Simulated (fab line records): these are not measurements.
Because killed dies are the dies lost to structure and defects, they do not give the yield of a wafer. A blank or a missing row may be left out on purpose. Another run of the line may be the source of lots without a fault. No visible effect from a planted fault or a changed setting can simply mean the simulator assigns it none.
A lot that was struck, set against a sound lot | flow nand-harc | 15 out of 1302 route steps
Sound: wafers L260.1, L260.2, L260.5. Struck: wafer L270.2. (L270.3, L270.4 of the same lot were not struck and are left out.) The cause comes at the end.
At each step with rows: each side's tool, then ch and its chambers, then its first start. Under that, the readings that differ: sound wafers | struck wafers | difference of the means | sigmas: that difference in standard deviations of wafers without a fault.
alike: words and numbers the same on both sides, and readings whose means are apart by under 2 such deviations; not compared: readings that were withheld, readings missing a value for some wafer, numbers with overlapping values and no deviation given by the record, and bounds like >300 which may hide the same value.
Wherever a step has rows on one side only, a row that says differs or no value, or a row with sigmas, the two part there. Numbers that don't overlap but have no deviation are shown without sigmas and don't part them. Lack of a reading on every wafer of one side parts them only where that side has two or more wafers.

first, 1 step without rows for these wafers: NHARC_A_CHANNEL_HOLE_D2_STRIP_43 (strips in O2/COS).
NHARC_A_CHANNEL_HOLE_D2_ETCH_44: etches the open film in CF4/O2, target depth 140 nm, overetch 14 nm, time 77 s.
  sound on rie-diel-08 ch 1,2,3, day 14 09:13; struck on rie-diel-08 ch 0, day 18 08:16
  alike: drypump-motor-current-A, oes-product-au, rf-vpp-V, showerhead-plenum-p-Torr, throttle-valve-pct
  not compared: rf-hours-counter-h
NHARC_A_CHANNEL_HOLE_D2_STRIP_28: strips in O2.
  sound: rie-diel-08 ch 1,2; struck: rie-diel-08 ch 0
  alike: drypump-motor-current-A, oes-product-au, rf-vpp-V, showerhead-plenum-p-Torr, throttle-valve-pct
  not compared: rf-hours-counter-h
then, 2 steps without rows for these wafers: NHARC_A_CHANNEL_HOLE_D2_PRECLEAN_29 (cleans in SC1); NHARC_A_CHANNEL_HOLE_D2_SRD_30.
NHARC_A_CHANNEL_HOLE_D2_CD_MEAS_31:
  sound on cd-sem-02, day 14 10:00; struck on cd-sem-03, day 18 09:05
  alike: cd-nm
next, for these wafers, 1 step has no rows: NHARC_A_CHANNEL_HOLE_D2_XSEM_32.
NHARC_A_CHANNEL_HOLE_D2_INSPECT_40:
  sound on defect-inspect-01, day 14 10:11; struck on defect-inspect-01, day 18 09:16
  alike: raw-defect-count
then, 2 steps without rows for these wafers: NHARC_A_CHANNEL_FILL_D2_PRECLEAN_00 (cleans in SC1); NHARC_A_CHANNEL_FILL_D2_SRD_01.
NHARC_A_CHANNEL_FILL_D2_ALD_02: deposits SiO2, target thk 6 nm, pulse time 10 s, ald cycles 60.
  sound on ald-hk-01 ch 0,2,3, day 14 10:41; struck on ald-hk-04 ch 2, day 18 09:28
  reading            | sound       | struck | difference | sigmas
  heater-power-w (W) | 421 415 384 | 535    | +128       | +2
  alike: precursor-pulse-height-rel
  not compared: ald-cycles
NHARC_A_CHANNEL_FILL_D2_ALD_03: deposits SiNx, target thk 6 nm, pulse time 60 s, ald cycles 58.
  sound: ald-sin-batch-03 ch 0; struck: ald-sin-batch-02 ch 0
  alike: precursor-pulse-height-rel
  not compared: ald-cycles
NHARC_A_CHANNEL_FILL_D2_ALD_14: deposits SiO2, target thk 2.5 nm, pulse time 10 s, ald cycles 25.
  sound on ald-hk-04 ch 1,2,3, day 14 17:32; struck on ald-hk-02 ch 0, day 18 16:31
  reading    | sound    | struck | difference | sigmas
  ald-cycles | 25 25 25 | 28     | +3         |
  alike: heater-power-w, precursor-pulse-height-rel
NHARC_A_CHANNEL_FILL_D2_ALD_15: deposits SiNx, target thk 2 nm, pulse time 60 s, ald cycles 19.
  sound: ald-sin-batch-03 ch 0; struck: ald-sin-batch-03 ch 0
  alike: precursor-pulse-height-rel
  not compared: ald-cycles
next, for these wafers, 1 step has no rows: NHARC_END_SORT_01.

WHERE THEY PART
Within this record, at NHARC_A_CHANNEL_FILL_D2_ALD_02 only. Later steps at which nothing parts them and some readings are alike: NHARC_A_CHANNEL_FILL_D2_ALD_03, NHARC_A_CHANNEL_FILL_D2_ALD_14, NHARC_A_CHANNEL_FILL_D2_ALD_15.

WHY: the cause the simulator had injected
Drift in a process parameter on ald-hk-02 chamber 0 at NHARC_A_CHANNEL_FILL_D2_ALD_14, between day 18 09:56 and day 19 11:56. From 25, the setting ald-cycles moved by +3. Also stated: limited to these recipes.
